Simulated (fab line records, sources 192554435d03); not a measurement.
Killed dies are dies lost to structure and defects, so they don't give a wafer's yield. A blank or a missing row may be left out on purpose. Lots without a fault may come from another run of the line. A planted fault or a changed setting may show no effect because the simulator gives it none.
Problem report in the 8D (eight disciplines) form, filled by code | flow n5_finfet | the parts of the form that need people (team, actions taken, sign-off) are left out

1. THE PROBLEM
killed_at_M4_up at N5_PASSIVATION_PROBE_49 reads a mean of 685 on 4 wafers of 2 lots; wafers without a fault read 13 with a standard deviation of 5.1. That is +99 or more standard deviations from the usual mean.
First seen on wafer L750.4, day 16 09:16, on prober-02. The record holds 6 wafers of 2 lots with a number at this step. Rule for "out", or "out of limits": more than 4 standard deviations from the usual mean. The other wafers with a number count as sound.

2. WHAT IT IS AND WHAT IT IS NOT
question                    | is                                                                                                                                     | is not
which readings at this step | killed_at_M4_up, defect_limited_yield, killed_dies, killed_on_rim, sort_bin_5_function, sort_bin_6_memory, sort_n_pass, sort_yield_pct | killed_at_M0_to_M3, killed_at_contacts, killed_at_other
which lots                  | L750, L752                                                                                                                             | -
which wafers of those lots  | L750.4, L752.2, L752.4, L752.6                                                                                                         | L750.1, L750.3
read on which tools         | prober-02                                                                                                                              | -
when                        | from day 16 09:16                                                                                                                      | up to then (2 sound wafers)

3. SUSPECTS, AND WHAT RULES EACH OUT
Counting: a tool at a process step up to the reading stays a suspect if it ran every lot that is out. Sound lots after the first of them don't rule it out here, since some wafers of a struck lot are sound.
- ecd_cu-01 at N5_BEOL_M14_ECD_47 (material Cu, target thk 1248 nm): kept. It ran every lot that is out, first L750 (day 15 11:24).
- pecvd-01 at N5_PASSIVATION_PECVD_35 (deposits SiNx from SiH4/NH3/N2, target thk 700 nm, time 151.3 s): kept. It ran every lot that is out, first L750 (day 16 05:26).
- prober-02 at N5_PASSIVATION_PROBE_49: kept. It ran every lot that is out, first L750 (day 16 09:07). Its own readings are out on those wafers: defect_limited_yield, killed_at_M4_up, killed_dies, killed_on_rim, sort_bin_5_function, sort_bin_6_memory, sort_n_pass, sort_yield_pct.
Left after counting: ecd_cu-01 at N5_BEOL_M14_ECD_47, pecvd-01 at N5_PASSIVATION_PECVD_35, prober-02 at N5_PASSIVATION_PROBE_49.

4. THE CAUSE (what the simulator had put in)
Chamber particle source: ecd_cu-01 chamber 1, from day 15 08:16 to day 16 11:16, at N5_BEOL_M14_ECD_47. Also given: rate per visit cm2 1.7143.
Counting left 3 suspects, and this tool is among them.

5. THE CHAIN OF EFFECTS, in route order
Each row: a reading whose mean over the struck wafers that have a number lies more than 3 standard deviations from the usual. Only readings for which the record gives a usual standard deviation are gone through. hours: the time from each lot's start at the first step in this table that gives one to its start at this step, as a median over the lots. sigmas: the change in usual standard deviations.
hours | step                    | reading              | usual  | on struck wafers | change | sigmas
0     | N5_PASSIVATION_PROBE_49 | defect_limited_yield | 90.9 % | 36.9             | -54.1  | -42
0     | N5_PASSIVATION_PROBE_49 | killed_at_M4_up      | 13     | 685              | +672   | +99 or more
0     | N5_PASSIVATION_PROBE_49 | killed_dies          | 107    | 746              | +638   | +40
0     | N5_PASSIVATION_PROBE_49 | killed_on_rim        | 14     | 96               | +82    | +20
0     | N5_PASSIVATION_PROBE_49 | sort_bin_5_function  | 5.4 %  | 40.8             | +35.4  | +42
0     | N5_PASSIVATION_PROBE_49 | sort_bin_6_memory    | 3.4 %  | 17.4             | +14.0  | +21
0     | N5_PASSIVATION_PROBE_49 | sort_n_pass          | 1073   | 434              | -638   | -40
0     | N5_PASSIVATION_PROBE_49 | sort_yield_pct       | 90.9 % | 36.9             | -54.1  | -42
The process steps in it:
- N5_PASSIVATION_PROBE_49

6. WHAT WOULD HAVE CAUGHT IT SOONER
In this record the first reading out of limits was taken at day 16 09:16, 25 hours after the fault began at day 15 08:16.
Of the lots that are out (2), L752 began N5_BEOL_M14_ECD_47 on ecd_cu-01 after day 16 09:16. A hold on the tool at that time would have spared it.
